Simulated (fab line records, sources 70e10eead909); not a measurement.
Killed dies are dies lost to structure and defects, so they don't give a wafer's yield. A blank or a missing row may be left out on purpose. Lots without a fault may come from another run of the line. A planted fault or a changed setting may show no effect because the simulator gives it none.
Which tool did it? | flow nand_harc | 13 lots, 38 wafers sampled, at 1 step of a route of 1302

WHAT THE GAUGES READ, wafer by wafer
NHARC_P_BONDPAD_OVL_MEAS_38. Usual: overlay_x_nm 2 nm, standard deviation 5.5; overlay_y_nm -2 nm, standard deviation 6.9.
lot  | measured     | on         | overlay_x_nm (nm) | overlay_y_nm (nm) | flag
L503 | day 6 10:25  | overlay-01 | 3 3 4             | 8 7 7             |
L505 | day 7 03:42  | overlay-01 | -1 -1 -1          | 2 2 2             |
L504 | day 7 04:31  | overlay-01 | -4 -4 -4          | -12 -12 -13       |
L515 | day 11 13:53 | overlay-02 | 9 9 9             | 2 2 2             |
L516 | day 11 20:50 | overlay-01 | 6 7               | -4 -4             |
L518 | day 12 13:46 | overlay-02 | 1 1 1             | 6 6 6             |
L517 | day 12 13:56 | overlay-01 | -6 -6 -6          | 6 6 6             |
L520 | day 13 22:49 | overlay-01 | 14 13 13          | -3 -2 -3          |
L521 | day 14 02:28 | overlay-01 | 0 0 0             | -15 -16 -16       |
L522 | day 14 15:49 | overlay-01 | 8 9 9             | -3 -4 -3          |
L523 | day 14 20:56 | overlay-01 | 2 2 2             | 5 5 5             |
L525 | day 15 17:17 | overlay-02 | 1 1 1             | -1 -1 -1          |
L526 | day 16 10:42 | overlay-02 | -4 -4 -4          | -6 -6 -6          |

WHICH TOOL RAN EACH LOT (tool, then ch and the chambers of the sampled wafers, then the start)
The record holds no process step before these readings.

WHAT THE TOOLS THEMSELVES READ (means of the sampled wafers that have a number; where no wafer has one, the mark that the record gives instead)
The record holds no such reading with a usual standard deviation.

THE ANSWER, worked out from the rows above alone
Rule: a lot is off if the mean of its wafers that have a number lies more than 3 standard deviations from the usual mean. A lot without any number at a reading at which 4 lots or more have one is off too. The other lots that the step has rows for count as sound. The gauges are gone through in route order, then the tools' own readings, and for those a lot's mean is taken as printed above. The first step at which some lot is off is used, and at that step the reading that is off furthest; a lot without a number counts as furthest.
No lot is off at any reading shown: from this, nothing can be told.

WHAT THE SIMULATOR HAD PUT IN
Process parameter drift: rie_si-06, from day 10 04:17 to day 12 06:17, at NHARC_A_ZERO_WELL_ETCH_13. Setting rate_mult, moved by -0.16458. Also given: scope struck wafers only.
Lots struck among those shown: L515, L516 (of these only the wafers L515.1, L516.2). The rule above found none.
